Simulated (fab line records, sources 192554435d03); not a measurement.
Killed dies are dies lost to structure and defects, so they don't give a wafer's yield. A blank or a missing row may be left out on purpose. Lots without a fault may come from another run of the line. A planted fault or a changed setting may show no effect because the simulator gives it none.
Split-lot experiment | flow n5_finfet | 7 lots, 39 wafers read, on a route of 1938 steps

THE SPLIT
At N5_DUMMY_GATE_ETCH_31 (etches SiO2 in C4F6/O2, target depth 82.5 nm, time 27.5 s), the setting target_depth_a was moved away from the recipe's 825 angstrom on 9 of the 39 wafers read, by -11.8% to +9.2%. The other wafers ran this setting at the recipe's value.

The reading is taken at the split's own step.

THE READING
SOC_of_DUMMY_GATE_COAT_34.thk_nm (the simulator's own value, which no gauge read), in nm, at N5_DUMMY_GATE_ETCH_31 (etches SiO2 in C4F6/O2, target depth 82.5 nm, time 27.5 s). The file gives no usual value for it. The 30 wafers here that ran the recipe average 51.7 nm, standard deviation 0.26 nm.

wafer  | tool, chamber at the split | target_depth_a as run, angstrom | against the recipe | SOC_of_DUMMY_GATE_COAT_34.thk_nm, nm | against lot-mates on the recipe
L077.1 | rie_diel-05, 0             | 825                             | recipe             | 51.8                                 | -
L077.2 | rie_diel-05, 1             | 825                             | recipe             | 51.8                                 | -
L077.3 | rie_diel-05, 3             | 825                             | recipe             | 51.8                                 | -
L083.1 | rie_diel-05, 0             | 825                             | recipe             | 51.2                                 | -
L083.2 | rie_diel-05, 2             | 825                             | recipe             | 51.2                                 | -
L083.3 | rie_diel-05, 3             | 825                             | recipe             | 51.2                                 | -
L083.4 | rie_diel-05, 1             | 825                             | recipe             | 51.2                                 | -
L083.5 | rie_diel-05, 0             | 825                             | recipe             | 51.6                                 | -
L083.6 | rie_diel-05, 3             | 825                             | recipe             | 51.4                                 | -
L087.1 | rie_diel-05, 0             | 885.1                           | +7.3%              | 51                                   | -0.8
L087.2 | rie_diel-05, 3             | 885.1                           | +7.3%              | 51                                   | -0.8
L087.3 | rie_diel-05, 2             | 885.1                           | +7.3%              | 51                                   | -0.8
L087.4 | rie_diel-05, 1             | 825                             | recipe             | 51.8                                 | -
L087.5 | rie_diel-05, 0             | 825                             | recipe             | 51.8                                 | -
L087.6 | rie_diel-05, 1             | 825                             | recipe             | 51.8                                 | -
L088.1 | rie_diel-04, 1             | 825                             | recipe             | 51.8                                 | -
L088.2 | rie_diel-04, 2             | 901.2                           | +9.2%              | 51.6                                 | -0.3
L088.3 | rie_diel-04, 0             | 901.2                           | +9.2%              | 51.2                                 | -0.7
L088.4 | rie_diel-04, 3             | 901.2                           | +9.2%              | 51.2                                 | -0.7
L088.5 | rie_diel-04, 0             | 825                             | recipe             | 51.8                                 | -
L088.6 | rie_diel-04, 3             | 825                             | recipe             | 52                                   | -
L089.1 | rie_diel-04, 0             | 825                             | recipe             | 51.8                                 | -
L089.2 | rie_diel-04, 3             | 825                             | recipe             | 52                                   | -
L089.3 | rie_diel-04, 1             | 825                             | recipe             | 51.8                                 | -
L089.4 | rie_diel-04, 2             | 825                             | recipe             | 52.2                                 | -
L089.5 | rie_diel-04, 1             | 825                             | recipe             | 51.8                                 | -
L089.6 | rie_diel-04, 0             | 825                             | recipe             | 51.8                                 | -
L094.1 | rie_diel-03, 3             | 825                             | recipe             | 51.8                                 | -
L094.2 | rie_diel-03, 2             | 728                             | -11.8%             | 52.8                                 | +1.0
L094.3 | rie_diel-03, 1             | 825                             | recipe             | 51.8                                 | -
L094.4 | rie_diel-03, 0             | 728                             | -11.8%             | 52.8                                 | +1.0
L094.5 | rie_diel-03, 2             | 825                             | recipe             | 51.8                                 | -
L094.6 | rie_diel-03, 3             | 728                             | -11.8%             | 52.8                                 | +1.0
L095.1 | rie_diel-04, 3             | 825                             | recipe             | 51.6                                 | -
L095.2 | rie_diel-04, 0             | 825                             | recipe             | 51.6                                 | -
L095.3 | rie_diel-04, 1             | 825                             | recipe             | 51.6                                 | -
L095.4 | rie_diel-04, 2             | 825                             | recipe             | 52                                   | -
L095.5 | rie_diel-04, 1             | 825                             | recipe             | 51.6                                 | -
L095.6 | rie_diel-04, 2             | 825                             | recipe             | 52.2                                 | -

THE FIT
A straight line over all 39 wafers: SOC_of_DUMMY_GATE_COAT_34.thk_nm changes by -0.0782 nm for each +1% of target_depth_a; r = -0.81; the points scatter about the line by 0.27 nm.
The same after taking each lot's own level away (the mean of its wafers on the recipe; 39 wafers): -0.0815 nm for each +1%; r = -0.92; scatter 0.17 nm.
On that fit, the largest move of target_depth_a shifts the reading by 0.96 nm.
The lots' own levels span 51.30 to 51.90 nm, that is 2.3 times the standard deviation above.
So the lot-to-lot level changes the slope little: the two slopes agree.
Check: with one of the wafers moved furthest among these (-11.8%) left out of the fit, the line predicts +0.952 nm for it against its lot-mates. It came out at +1 nm against them.

THE WHOLE CHAIN: every reading that the file lists as answering this split, in the file's order
step                  | what it does                                              | reading                                                                           | change (the file's fit)                | r (the file's)
N5_DUMMY_GATE_ETCH_31 | etches SiO2 in C4F6/O2, target depth 82.5 nm, time 27.5 s | etch.depth_nm (the simulator's own value, which no gauge read)                    | +0.807 nm for each +1% of the setting  | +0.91
N5_DUMMY_GATE_ETCH_31 | etches SiO2 in C4F6/O2, target depth 82.5 nm, time 27.5 s | SOC_of_DUMMY_GATE_COAT_34.thk_nm (the simulator's own value, which no gauge read) | -0.0814 nm for each +1% of the setting | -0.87

THE FILE'S OWN FIT
SOC_of_DUMMY_GATE_COAT_34.thk_nm changes by -0.0814 nm for each +1% of target_depth_a, r = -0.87.
